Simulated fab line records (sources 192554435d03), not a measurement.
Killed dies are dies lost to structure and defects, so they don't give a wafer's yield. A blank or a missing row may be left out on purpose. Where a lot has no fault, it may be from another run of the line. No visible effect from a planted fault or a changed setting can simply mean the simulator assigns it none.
Matching of chambers / flow n5-finfet / N5_GATE_CUT_ETCH_37 on rie-diel-06: 4 sister chambers
The step etches SOC in N2/H2, target depth 60 nm, overetch 12 nm, time 90 s. 4 wafers are shown with their chamber, then 11 later ones without.

== WAFERS WITH THEIR CHAMBER ==
wafer=L091.1; chamber=0; showerhead-plenum-p-Torr (Torr)=2.54
wafer=L091.2; chamber=2; showerhead-plenum-p-Torr (Torr)=2.60
wafer=L091.4; chamber=3; showerhead-plenum-p-Torr (Torr)=2.47
wafer=L092.1; chamber=1; showerhead-plenum-p-Torr (Torr)=2.61

== WAFERS WITH NO CHAMBER GIVEN ==
wafer=L092.4; showerhead-plenum-p-Torr (Torr)=2.54
wafer=L092.6; showerhead-plenum-p-Torr (Torr)=2.61
wafer=L093.1; showerhead-plenum-p-Torr (Torr)=2.54
wafer=L093.5; showerhead-plenum-p-Torr (Torr)=2.61
wafer=L093.6; showerhead-plenum-p-Torr (Torr)=2.60
wafer=L095.2; showerhead-plenum-p-Torr (Torr)=2.54
wafer=L095.3; showerhead-plenum-p-Torr (Torr)=2.60
wafer=L095.5; showerhead-plenum-p-Torr (Torr)=2.47
wafer=L097.1; showerhead-plenum-p-Torr (Torr)=2.60
wafer=L097.2; showerhead-plenum-p-Torr (Torr)=2.60
wafer=L097.4; showerhead-plenum-p-Torr (Torr)=2.46

== WHICH CHAMBER EACH WENT THROUGH ==
wafer=L092.4; from the rows above=0; in truth=0
wafer=L092.6; from the rows above=1; in truth=1
wafer=L093.1; from the rows above=0; in truth=0
wafer=L093.5; from the rows above=1; in truth=1
wafer=L093.6; from the rows above=2; in truth=2
wafer=L095.2; from the rows above=0; in truth=0
wafer=L095.3; from the rows above=2; in truth=2
wafer=L095.5; from the rows above=3; in truth=3
wafer=L097.1; from the rows above=2; in truth=2
wafer=L097.2; from the rows above=2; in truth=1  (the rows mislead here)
wafer=L097.4; from the rows above=3; in truth=3
Correct placement for 10 of the 11. Left unplaced by these rows: 0. 1 placed wrongly.
How it was worked out, from the rows above alone: a wafer's distance from a chamber is the root of the sum, over the readings, of the square of ((its reading less the chamber's mean) divided by the reading's scatter). The wafer belongs to the nearest chamber; if the next one is less than 2 further off, it can't be placed. The mean given for a chamber averages the wafers shown for that chamber. The scatter (one wafer shown for each chamber): square how far every hidden wafer sits from the nearest shown wafer, average those squares and take the square root.
